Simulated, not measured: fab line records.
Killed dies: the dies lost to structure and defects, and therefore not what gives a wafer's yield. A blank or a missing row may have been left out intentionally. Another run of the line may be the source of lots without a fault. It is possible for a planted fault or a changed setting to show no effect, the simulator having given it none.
fab line records -- flow nandHarc
record lots=7, wafers=21, lastDay=34
route steps=1302 shown P_M2@330 END@1302
lots that met no fault: from a run of the same line without faults
startH: hours from the record's first day to the start of the lot's first wafer shown -- waitH: how many hours have passed since the lot's step before this one -- " as in the row above -- L1.1+2: a row that stands for several wafers -- - no value present, or no start provided -- * or withheld: withheld -- < > ~ a bound
route shown NAME@n: NAME is a module with steps in the file, n the number in the route of the first one -- usual: the fault-free wafers' mean and standard deviation -- same: alike in all rows -- chamber/n: place in a boat -- sites: each site's reading -- _std_site: the values' standard deviation -- _edge_site: outer sites' mean less inner sites' -- radiusMm: for every site, how far away it sits from the centre of the wafer -- mask NAME#n: copy n -- behind: the tool/chamber that last shaped the wafer -- hold: cause of the lot's hold/its duration in hours/its outcome -- device: the transistor (n, p or np) that didn't switch -- end of line: tests run on the same wafers once the route is complete -- for a step that has no rows: nothing shown but its recipe -- killed: dies lost to structure and defects at the first sort, not the wafer's yield -- map: the dies of a wafer, with x for killed, . for not killed, _ for no die there
set.NAME: the setting as run; set.NAME@STEP: as run at that earlier step -- model.NAME: the simulator's own value behind a step, which no gauge read
certain route steps with their lots: each step a table, each wafer a row
services: from which hour (startH, from the record's first day; less than 0 if before it) a tool's chamber was out of use, for how many hours, and why
## steps
# step NHARC_P_M2_INSPECT_11
# usual rawDefectCount=4.9/2.9
lot.wafer,tool,chamber,startH,waitH,rawDefectCount
L270.2,defectInspect-01,-,136.65,0.0,2
L270.5,defectInspect-01,-,136.65,0.0,4
L270.6,defectInspect-01,-,136.65,0.0,3
L271.1,defectInspect-01,-,149.38,0.0,12
L271.3,defectInspect-01,-,149.38,0.0,11
L271.4,defectInspect-01,-,149.38,0.0,13
L273.1,defectInspect-01,-,170.99,0.0,7
L273.2,defectInspect-01,-,170.99,0.0,6
L273.5,defectInspect-01,-,170.99,0.0,8
L280.2,defectInspect-02,-,243.40,0.0,2
L280.3,defectInspect-02,-,243.40,0.0,1
L280.4,defectInspect-02,-,243.40,0.0,2
L286.1,defectInspect-02,-,293.95,0.0,5
L286.2,defectInspect-02,-,293.95,0.0,4
L286.4,defectInspect-02,-,293.95,0.0,4
L291.2,defectInspect-01,-,350.72,0.0,2
L291.4,defectInspect-01,-,350.72,0.0,3
L291.5,defectInspect-01,-,350.72,0.0,8
L292.1,defectInspect-02,-,365.64,0.0,5
L292.3,defectInspect-02,-,365.64,0.0,4
L292.4,defectInspect-02,-,365.64,0.0,4
# step NHARC_P_M2_DESCUM_14
# recipe timeS=3, o2FlowSccm=200, arFlowSccm=0, biasPowerW=0, chemistry=O2
# usual chamberPressureMTorr=60.00/0.059, drypumpMotorCurrentA=5.6/0.5, oesProductAu=1.000/0.016, rfVppV=57.8/0.95, showerheadPlenumPTorr=1.91/0.071, throttleValvePct=11.310/0.0094
lot.wafer,tool,chamber,startH,waitH,chamberPressureMTorr,drypumpMotorCurrentA,oesProductAu,rfHoursCounterH,rfVppV,showerheadPlenumPTorr,throttleValvePct
L270.2,rieDiel-03,2,136.71,0.1,60.01,5.7,1.000,1,55.6,1.83,11.291
L270.6,rieDiel-03,2,136.71,0.1,59.92,5.7,1.003,-,56.4,1.83,11.327
L270.5,rieDiel-03,3,136.71,0.1,60.01,4.8,0.983,-,57.3,1.87,11.314
L271.3,rieDiel-05,3,149.44,0.1,60.02,6.4,1.032,5,59.0,2.06,11.319
L271.1,rieDiel-05,1,149.44,0.1,60.00,5.7,1.015,5,57.5,1.83,11.305
L271.4,rieDiel-05,2,149.44,0.1,60.13,5.2,1.003,5,56.6,1.96,11.305
L273.2,rieDiel-03,3,171.06,0.1,60.04,4.8,0.985,2,58.5,1.87,11.320
L273.1,rieDiel-03,2,171.06,0.1,60.01,5.7,1.001,3,58.6,1.83,11.307
L273.5,rieDiel-03,0,171.06,0.1,60.03,5.0,1.023,-,58.1,1.91,11.307
L280.4,rieDiel-04,3,243.47,0.1,60.10,5.9,0.992,3,57.2,1.92,11.312
L280.3,rieDiel-04,0,243.47,0.1,59.89,5.8,1.016,3,57.5,1.86,11.319
L280.2,rieDiel-04,1,243.47,0.1,60.02,6.4,1.001,3,57.7,2.03,11.297
L286.1,rieDiel-03,3,294.01,0.1,60.01,4.8,0.990,0,57.1,1.87,11.303
L286.2,rieDiel-03,1,294.01,0.1,60.10,6.1,0.975,0,59.1,1.89,11.301
L286.4,rieDiel-03,2,294.01,0.1,59.97,5.7,0.991,0,57.2,1.83,11.306
L291.2,rieDiel-05,1,350.78,0.1,60.00,5.6,1.023,4,56.1,1.83,11.307
L291.4,rieDiel-05,3,350.78,0.1,59.96,6.4,1.019,4,59.0,2.06,11.311
L291.5,rieDiel-05,2,350.78,0.1,60.14,5.2,1.003,-,57.7,1.96,11.318
L292.3,rieDiel-05,3,365.70,0.1,60.13,6.4,1.012,5,59.2,2.06,11.319
L292.1,rieDiel-05,0,365.70,0.1,60.03,5.0,1.005,5,57.8,1.91,11.316
L292.4,rieDiel-05,2,365.70,0.1,59.99,5.2,0.995,5,56.4,1.96,11.288
# step NHARC_P_M2_ETCH_35
# recipe targetDepthA=400, overetchA=120, timeS=43.94, ionEnergyEv=200, n2FlowSccm=150, h2FlowSccm=150, arFlowSccm=0, rfW=400, biasW=150, chemistry=N2/H2
# step NHARC_P_M2_ETCH_15
# recipe targetDepthA=1825, timeS=91.2, c4f8FlowSccm=withheld, arFlowSccm=400, rfW=600, biasW=300, chemistry=C4F8/Ar
# step NHARC_P_M2_CD_MEAS_16
# usual cdNm=169.5/1
lot.wafer,tool,chamber,startH,waitH,cdNm
L270.2,cdSem-03,-,137.02,-,169.6
L270.5,cdSem-03,-,137.02,-,168.9
L270.6,cdSem-03,-,137.02,-,167.1
L271.1,cdSem-03,-,149.74,-,169.6
L271.3,cdSem-03,-,149.74,-,169.2
L271.4,cdSem-03,-,149.74,-,169.7
L273.1,cdSem-03,-,171.36,-,169.9
L273.2,cdSem-03,-,171.36,-,169.7
L273.5,cdSem-03,-,171.36,-,169.2
L280.2,cdSem-02,-,243.77,-,170.4
L280.3,cdSem-02,-,243.77,-,167.8
L280.4,cdSem-02,-,243.77,-,171.0
L286.1,cdSem-02,-,294.32,-,167.8
L286.2,cdSem-02,-,294.32,-,172.3
L286.4,cdSem-02,-,294.32,-,168.8
L291.2,cdSem-01,-,351.09,-,169.8
L291.4,cdSem-01,-,351.09,-,170.7
L291.5,cdSem-01,-,351.09,-,169.9
L292.1,cdSem-01,-,366.02,-,169.5
L292.3,cdSem-01,-,366.02,-,168.1
L292.4,cdSem-01,-,366.02,-,169.6
# step NHARC_P_M2_STRIP_18
# recipe powerW=1000, n2FlowSccm=150, h2FlowSccm=150, arFlowSccm=0, biasW=0, chemistry=N2/H2
# usual chamberPressureMTorr=30.001/0.025, drypumpMotorCurrentA=5.6/0.53, h2FlowSccm=150.0/0.43, oesProductAu=1.003/0.013, powerW=999/3.2, rfVppV=90.7/0.89, showerheadPlenumPTorr=2.05/0.083, throttleValvePct=14.171/0.0092
# same biasW=0
lot.wafer,tool,chamber,startH,waitH,chamberPressureMTorr,drypumpMotorCurrentA,h2FlowSccm,oesProductAu,powerW,rfHoursCounterH,rfVppV,showerheadPlenumPTorr,throttleValvePct
L270.2,rieDiel-05,0,137.14,0.1,29.984,5.0,150.0,1.002,994,4,90.2,2.04,14.169
L270.5,rieDiel-05,2,137.14,0.1,30.018,5.2,149.6,1.012,1006,-,90.6,2.09,14.187
L270.6,rieDiel-05,3,137.14,0.1,29.965,6.4,149.9,1.024,998,-,91.5,2.20,14.165
L271.3,rieDiel-03,3,149.84,0.1,29.980,4.8,150.2,0.978,1002,1,91.2,1.99,14.161
L271.4,rieDiel-03,0,149.84,0.1,29.984,5.0,149.8,1.014,999,1,91.7,2.03,14.157
L271.1,rieDiel-03,1,149.84,0.1,29.978,6.1,150.0,0.969,999,2,90.8,2.02,14.160
L273.2,rieDiel-03,3,171.43,0.1,30.048,4.8,149.9,0.986,999,2,90.8,1.99,14.162
L273.1,rieDiel-03,0,171.43,0.1,29.963,5.0,150.5,1.015,995,2,90.9,2.03,14.161
L273.5,rieDiel-03,3,171.43,0.1,29.977,4.8,150.2,0.987,998,-,90.6,1.99,14.173
L280.3,rieDiel-03,2,243.84,0.1,29.992,5.7,149.8,0.996,1006,7,89.9,1.95,14.179
L280.2,rieDiel-03,3,243.84,0.1,29.982,4.8,150.0,0.994,1000,6,90.4,1.99,14.171
L280.4,rieDiel-03,1,243.84,0.1,30.009,6.1,150.3,0.979,1000,7,90.6,2.02,14.185
L286.4,rieDiel-04,0,294.42,0.1,29.962,5.9,150.2,1.008,1001,7,90.9,1.98,14.187
L286.2,rieDiel-04,1,294.42,0.1,29.983,6.4,150.2,0.976,995,6,91.6,2.16,14.180
L286.1,rieDiel-04,2,294.42,0.1,30.028,5.6,149.8,1.003,1001,6,89.9,2.17,14.172
L291.4,rieDiel-04,2,351.21,0.1,29.997,5.7,149.9,1.006,1000,9,91.6,2.17,14.158
L291.2,rieDiel-04,3,351.21,0.1,29.992,5.9,150.0,0.996,997,9,90.4,2.05,14.178
L291.5,rieDiel-04,1,351.21,0.1,29.989,6.4,150.2,0.993,996,-,91.0,2.16,14.174
L292.1,rieDiel-04,0,366.09,0.1,29.972,5.9,150.2,1.011,999,0,90.8,1.98,14.180
L292.3,rieDiel-04,2,366.09,0.1,30.012,5.7,150.4,1.009,1005,1,91.6,2.17,14.165
L292.4,rieDiel-04,3,366.09,0.1,29.996,5.8,149.4,0.982,1002,1,88.6,2.05,14.164
# step NHARC_P_M2_ETCH_28
# recipe targetDepthA=300, overEtchFrac=0.3, timeS=72.99, ionEnergyEv=150, cf4FlowSccm=50, n2FlowSccm=100, arFlowSccm=150, rfW=300, biasW=100, chemistry=CF4/N2
# step NHARC_P_M2_STRIP_19
# recipe timeS=600, tempC=30, chemistry=postEtchResidueRemover
# step NHARC_P_M2_DEGAS_29
# recipe tempC=250, timeS=60
# usual heaterPowerW=328/39
lot.wafer,tool,chamber,startH,waitH,heaterPowerW
L270.2,pvdSputter-02,-,137.73,-,304
L270.6,pvdSputter-02,-,137.73,-,369
L270.5,pvdSputter-02,-,137.73,-,300
L271.3,pvdSputter-02,-,150.46,-,350
L271.1,pvdSputter-02,-,150.46,-,387
L271.4,pvdSputter-02,-,150.46,-,312
L273.1,pvdSputter-02,-,172.08,-,381
L273.2,pvdSputter-02,-,172.08,-,271
L273.5,pvdSputter-02,-,172.08,-,379
L280.2,pvdSputter-02,-,244.53,-,386
L280.3,pvdSputter-02,-,244.53,-,305
L280.4,pvdSputter-02,-,244.53,-,277
L286.4,pvdSputter-01,-,295.07,-,321
L286.2,pvdSputter-01,-,295.07,-,346
L286.1,pvdSputter-01,-,295.07,-,318
L291.2,pvdSputter-02,-,351.80,-,331
L291.4,pvdSputter-02,-,351.80,-,382
L291.5,pvdSputter-02,-,351.80,-,269
L292.4,pvdSputter-02,-,366.74,-,319
L292.1,pvdSputter-02,-,366.74,-,279
L292.3,pvdSputter-02,-,366.74,-,347
# step NHARC_P_M2_PRE_CLEAN_30
# recipe timeS=30, tempC=280, gas=H2/He
# usual heaterPowerW=404/48
lot.wafer,tool,chamber,startH,waitH,heaterPowerW
L270.2,pvdSputter-02,-,-,-,470
L270.5,pvdSputter-02,-,-,-,374
L270.6,pvdSputter-02,-,-,-,337
L271.1,pvdSputter-02,-,-,-,374
L271.4,pvdSputter-02,-,-,-,337
L271.3,pvdSputter-02,-,-,-,431
L273.2,pvdSputter-02,-,-,-,325
L273.1,pvdSputter-02,-,-,-,424
L273.5,pvdSputter-02,-,-,-,346
L280.4,pvdSputter-02,-,-,-,375
L280.2,pvdSputter-02,-,-,-,344
L280.3,pvdSputter-02,-,-,-,432
L286.4,pvdSputter-01,-,-,-,388
L286.1,pvdSputter-01,-,-,-,393
L286.2,pvdSputter-01,-,-,-,508
L291.4,pvdSputter-02,-,-,-,398
L291.2,pvdSputter-02,-,-,-,334
L291.5,pvdSputter-02,-,-,-,434
L292.3,pvdSputter-02,-,-,-,402
L292.4,pvdSputter-02,-,-,-,337
L292.1,pvdSputter-02,-,-,-,465
# step NHARC_P_M2_PVD_20
# recipe targetThkA=50, biasV=168.6, powerW=15000, chamberPressurePa=0.12, timeS=8.06, substrateTempC=50, material=TaN
# usual throttleValvePct=29.5/0.86
lot.wafer,tool,chamber,startH,waitH,throttleValvePct
L270.2,pvdSputter-02,-,-,-,30.3
L270.6,pvdSputter-02,-,-,-,29.0
L270.5,pvdSputter-02,-,-,-,29.7
L271.4,pvdSputter-02,-,-,-,30.0
L271.3,pvdSputter-02,-,-,-,30.3
L271.1,pvdSputter-02,-,-,-,29.1
L273.1,pvdSputter-02,-,-,-,30.0
L273.2,pvdSputter-02,-,-,-,29.0
L273.5,pvdSputter-02,-,-,-,28.7
L280.3,pvdSputter-02,-,-,-,29.8
L280.2,pvdSputter-02,-,-,-,30.3
L280.4,pvdSputter-02,-,-,-,28.8
L286.1,pvdSputter-01,-,-,-,30.0
L286.4,pvdSputter-01,-,-,-,27.9
L286.2,pvdSputter-01,-,-,-,27.5
L291.4,pvdSputter-02,-,-,-,29.4
L291.2,pvdSputter-02,-,-,-,29.5
L291.5,pvdSputter-02,-,-,-,29.3
L292.4,pvdSputter-02,-,-,-,30.2
L292.1,pvdSputter-02,-,-,-,30.0
L292.3,pvdSputter-02,-,-,-,29.3
# step NHARC_P_M2_PVD_21
# recipe targetThkA=300, chamberPressurePa=5, powerW=5000, substrateTempC=30, timeS=20.49, material=Cu
# step NHARC_P_M2_ECD_22
# recipe targetThkA=4000, bathTempC=25, material=Cu
lot.wafer,tool,chamber,startH,waitH
L270.2+6+5,ecdCu-02,"1,1,0",138.08,-
L270.2+6+5,ecdCu-02,"1,1,0",138.62,-
L271.1+3+4,ecdCu-01,"1,1,0",150.82,-
L271.1+3+4,ecdCu-01,"1,1,0",151.35,0.5
L273.2+1+5,ecdCu-02,"0,1,0",172.43,-
L280.2+4+3,ecdCu-01,"0,1,0",244.94,-
L280.2+4+3,ecdCu-01,"0,1,0",245.47,-
L286.1+2+4,ecdCu-01,"1,0,1",295.43,-
L291.2+4+5,ecdCu-01,0,352.16,-
L292.1+4+3,ecdCu-01,"0,1,0",367.14,-
# step NHARC_P_M2_ANNEAL_31
# recipe tempC=225, timeS=90
# step NHARC_P_M2_CMP_23
# recipe tOverpolishS=20, targetThkNm=144.3
# usual motorCurrentA=11.9/1.2, timeToEndpointS=30/3.4
lot.wafer,tool,chamber,startH,waitH,motorCurrentA,timeToEndpointS
L270.2,cmp-02,0,139.39,-,10.2,55
L270.5,cmp-02,0,139.39,-,10.1,55
L270.6,cmp-02,1,139.39,-,12.7,63
L271.1,cmp-01,3,152.15,-,10.9,53
L271.4,cmp-01,0,152.15,-,12.8,59
L271.3,cmp-01,2,152.15,-,12.4,51
L273.1,cmp-04,1,173.20,-,12.7,37
L273.2,cmp-04,2,173.20,-,12.0,34
L273.5,cmp-04,3,173.20,-,10.2,28
L280.3,cmp-01,2,246.43,-,12.8,53
L280.4,cmp-01,3,246.43,-,10.4,54
L280.2,cmp-01,0,246.43,-,12.4,58
L286.1,cmp-01,3,296.15,-,10.7,26
L286.2,cmp-01,0,296.15,-,13.5,33
L286.4,cmp-01,2,296.15,-,12.6,28
L291.2,cmp-04,0,353.18,-,11.0,32
L291.4,cmp-04,3,353.18,-,9.8,25
L291.5,cmp-04,0,353.18,-,11.0,30
L292.1,cmp-01,1,367.81,-,13.0,33
L292.3,cmp-01,2,367.81,-,12.9,30
L292.4,cmp-01,3,367.81,-,11.5,26
# step NHARC_P_M2_THK_MEAS_24
# recipe thkMeasGauge=xrf
# usual thkNm=144.5/1.7
lot.wafer,tool,chamber,startH,waitH,thkNm
L270.2,filmMetro-02,-,139.70,-,143.4
L270.5,filmMetro-02,-,139.70,-,141.7
L270.6,filmMetro-02,-,139.70,-,145.6
L271.1,filmMetro-01,-,152.47,-,142.4
L271.3,filmMetro-01,-,152.47,-,143.2
L271.4,filmMetro-01,-,152.47,-,145.0
L273.1,filmMetro-01,-,173.46,-,147.0
L273.2,filmMetro-01,-,173.46,-,145.6
L273.5,filmMetro-01,-,173.46,-,143.7
L280.2,filmMetro-02,-,246.72,-,145.7
L280.3,filmMetro-02,-,246.72,-,143.8
L280.4,filmMetro-02,-,246.72,-,142.0
L286.1,filmMetro-02,-,296.47,-,142.7
L286.2,filmMetro-02,-,296.47,-,144.6
L286.4,filmMetro-02,-,296.47,-,142.5
L291.2,filmMetro-02,-,353.50,-,146.9
L291.4,filmMetro-02,-,353.50,-,142.9
L291.5,filmMetro-02,-,353.50,-,144.4
L292.1,filmMetro-01,-,368.12,-,146.8
L292.3,filmMetro-01,-,368.12,-,144.1
L292.4,filmMetro-01,-,368.12,-,143.4
# step NHARC_END_SORT_01
# recipe tempC=25
# usual defectLimitedYield=90.7/2.7, killedAtArray=58/19, killedAtOther=1.1/1.2, killedAtPeriphery=3.8/2.4, killedDies=63/18, killedOpen=3.3/1.8, killedShort=2.2/1.6
# same grossDies=677
lot.wafer,tool,chamber,startH,waitH,defectLimitedYield[%],killedAtArray,killedAtOther,killedAtPeriphery,killedDies,killedOpen,killedShort
L271.1,prober-01,0,577.64,2.5,92.0,47,0,7,54,5,0
L271.3,prober-01,0,579.23,3.1,91.7,44,3,9,56,4,1
L271.4,prober-01,0,580.02,3.4,92.8,38,1,10,49,1,4
L273.1,prober-02,0,591.05,2.5,90.1,63,1,3,67,3,3
L273.2,prober-02,0,591.84,2.8,87.4,79,2,4,85,5,1
L273.5,prober-02,0,594.23,3.7,90.0,63,0,5,68,1,1
L280.2,prober-02,0,677.19,2.8,86.0,91,2,2,95,6,4
L280.3,prober-02,0,677.98,3.1,87.9,80,2,0,82,1,0
L280.4,prober-02,0,678.78,3.4,88.2,79,1,0,80,1,1
L292.1,prober-01,0,802.31,2.5,89.7,67,0,3,70,2,3
L292.3,prober-01,0,803.91,3.1,89.8,64,0,5,69,4,3
L292.4,prober-01,0,804.71,3.4,86.3,87,1,5,93,5,5
# killed by level:class
L271.1 A_SLIT:chamberFilmFlake=34 A_CHANNEL_HOLE_D2:chamberFilmFlake=5 P_GATE:chamberFilmFlake=4 A_CHANNEL_HOLE_D1:chamberFilmFlake=3 P_M0:chamberFilmFlake=2 P_CONTACT:geometricParticle:open=1 A_ONON_D2:geometricParticle:open=1 A_CHANNEL_FILL_D2:geometricParticle:open=1
L271.3 A_SLIT:chamberFilmFlake=25 A_CHANNEL_HOLE_D2:chamberFilmFlake=5 P_M0:chamberFilmFlake=4 A_STAIRCASE:chamberFilmFlake=4 P_GATE:chamberFilmFlake=3 THIN_TSV:chamberFilmFlake=3 A_CHANNEL_HOLE_D1:chamberFilmFlake=2 A_CONTACT:chamberFilmFlake=2
L271.4 A_SLIT:chamberFilmFlake=24 A_CHANNEL_HOLE_D2:chamberFilmFlake=5 P_GATE:chamberFilmFlake=4 P_ZERO_WELL:chamberFilmFlake=3 A_CONTACT:chamberFilmFlake=3 P_GATE:geometricParticle:open=1 P_CONTACT:geometricParticle:short=1 A_ONON_D1:geometricParticle:short=1
L273.1 A_CHANNEL_HOLE_D1:chamberFilmFlake=26 A_SLIT:chamberFilmFlake=23 A_CHANNEL_HOLE_D2:chamberFilmFlake=5 A_CHANNEL_FILL_D1:geometricParticle:short=2 P_GATE:chamberFilmFlake=2 A_STAIRCASE:chamberFilmFlake=2 A_ONON_D1:geometricParticle:short=1 A_CONTACT:geometricParticle:open=1
L273.2 A_SLIT:chamberFilmFlake=27 A_CHANNEL_HOLE_D1:chamberFilmFlake=26 A_CHANNEL_HOLE_D2:chamberFilmFlake=11 A_STAIRCASE:chamberFilmFlake=5 A_CHANNEL_FILL_D1:chamberFilmFlake=3 P_STI:chamberFilmFlake=2 THIN_TSV:chamberFilmFlake=2 P_CONTACT:geometricParticle:open=1
L273.5 A_CHANNEL_HOLE_D1:chamberFilmFlake=24 A_SLIT:chamberFilmFlake=20 A_CHANNEL_HOLE_D2:chamberFilmFlake=10 A_STAIRCASE:chamberFilmFlake=5 P_STI:chamberFilmFlake=2 P_GATE:geometricParticle:short=1 A_CONTACT:geometricParticle:open=1 P_GATE:chamberFilmFlake=1
L280.2 A_SLIT:chamberFilmFlake=33 A_CHANNEL_HOLE_D1:chamberFilmFlake=25 A_CHANNEL_HOLE_D2:chamberFilmFlake=14 A_ZERO_WELL:chamberFilmFlake=5 A_CONTACT:chamberFilmFlake=4 P_CONTACT:geometricParticle:open=1 A_SOURCE_PLATE:geometricParticle:short=1 A_ONON_D1:geometricParticle:open=1
L280.3 A_SLIT:chamberFilmFlake=29 A_CHANNEL_HOLE_D1:chamberFilmFlake=28 A_CHANNEL_HOLE_D2:chamberFilmFlake=12 A_ZERO_WELL:chamberFilmFlake=4 A_CONTACT:chamberFilmFlake=3 THIN_TSV:chamberFilmFlake=2 A_CHANNEL_HOLE_D2:geometricParticle:open=1 A_CHANNEL_FILL_D2:chamberFilmFlake=1
L280.4 A_SLIT:chamberFilmFlake=29 A_CHANNEL_HOLE_D1:chamberFilmFlake=26 A_CHANNEL_HOLE_D2:chamberFilmFlake=12 A_CONTACT:chamberFilmFlake=4 A_ZERO_WELL:chamberFilmFlake=2 A_CHANNEL_FILL_D2:chamberFilmFlake=2 A_ONON_D2:geometricParticle:short=1 A_WL_FILL:geometricParticle:open=1
L292.1 A_CHANNEL_HOLE_D2:chamberFilmFlake=29 A_CHANNEL_HOLE_D1:chamberFilmFlake=15 A_SLIT:chamberFilmFlake=10 A_DECK1_JOINT:chamberFilmFlake=3 A_CONTACT:chamberFilmFlake=3 P_CONTACT:geometricParticle:open=1 A_CHANNEL_FILL_D1:geometricParticle:open=1 A_CHANNEL_FILL_D2:geometricParticle:short=1
L292.3 A_CHANNEL_HOLE_D2:chamberFilmFlake=29 A_CHANNEL_HOLE_D1:chamberFilmFlake=14 A_SLIT:chamberFilmFlake=7 A_DECK1_JOINT:chamberFilmFlake=3 A_CONTACT:chamberFilmFlake=3 P_STI:chamberFilmFlake=2 A_STAIRCASE:chamberFilmFlake=2 P_GATE:geometricParticle:open=1
L292.4 A_CHANNEL_HOLE_D2:chamberFilmFlake=39 A_CHANNEL_HOLE_D1:chamberFilmFlake=26 A_SLIT:chamberFilmFlake=9 A_M0:geometricParticle:open=2 P_GATE:chamberFilmFlake=2 P_CONTACT:geometricParticle:open=1 A_CHANNEL_FILL_D1:chamberFilmFlake=1 A_CHANNEL_HOLE_D1:geometricParticle:short=1
## services
tool,chamber,startH,hours,kind
rieDiel-05,1,114.36,2.4,repair
ecdCu-01,-,137.45,1.8,repair
ecdCu-01,-,160.00,8.0,pm
rieDiel-04,-,177.90,9.0,pm
pvdSputter-02,-,183.48,7.7,repair
ecdCu-01,-,187.44,0.3,repair
cmp-01,-,193.53,4.0,pm
ecdCu-01,-,202.96,2.6,repair
rieDiel-03,3,207.45,1.3,repair
rieDiel-05,2,217.09,1.3,repair
rieDiel-05,-,229.60,9.0,pm
cmp-01,-,237.91,0.8,repair
rieDiel-03,-,253.44,2.4,repair
rieDiel-05,1,260.49,10.0,repair
rieDiel-03,-,281.30,9.0,pm
pvdSputter-02,-,282.00,10.0,pm
ecdCu-01,-,285.85,1.8,repair
cmp-01,-,291.53,4.0,pm
rieDiel-05,2,298.23,6.3,repair
rieDiel-05,1,302.01,4.9,repair
rieDiel-05,0,312.78,8.1,repair
rieDiel-03,3,323.44,2.5,repair
rieDiel-03,3,328.56,1.7,repair
ecdCu-01,-,336.27,8.0,pm
## key
firstSign step=NHARC_P_M2_ECD_22, reading=visit, direction=added
effect step=NHARC_P_M2_CMP_23, reading=timeToEndpointS, direction=up, sigmas=7.7, usual=*, struck=*
metAt NHARC_P_M2_ECD_22
struckWafers L270.2,L270.5,L270.6,L271.1,L271.3,L271.4,L280.2,L280.3,L280.4
fault kind=repeatedStepWhole, tool=ecdCu-01,ecdCu-02, chamber=-, onsetH=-, steps=NHARC_P_M2_ECD_22, times=1, scope=struckLotsOnly
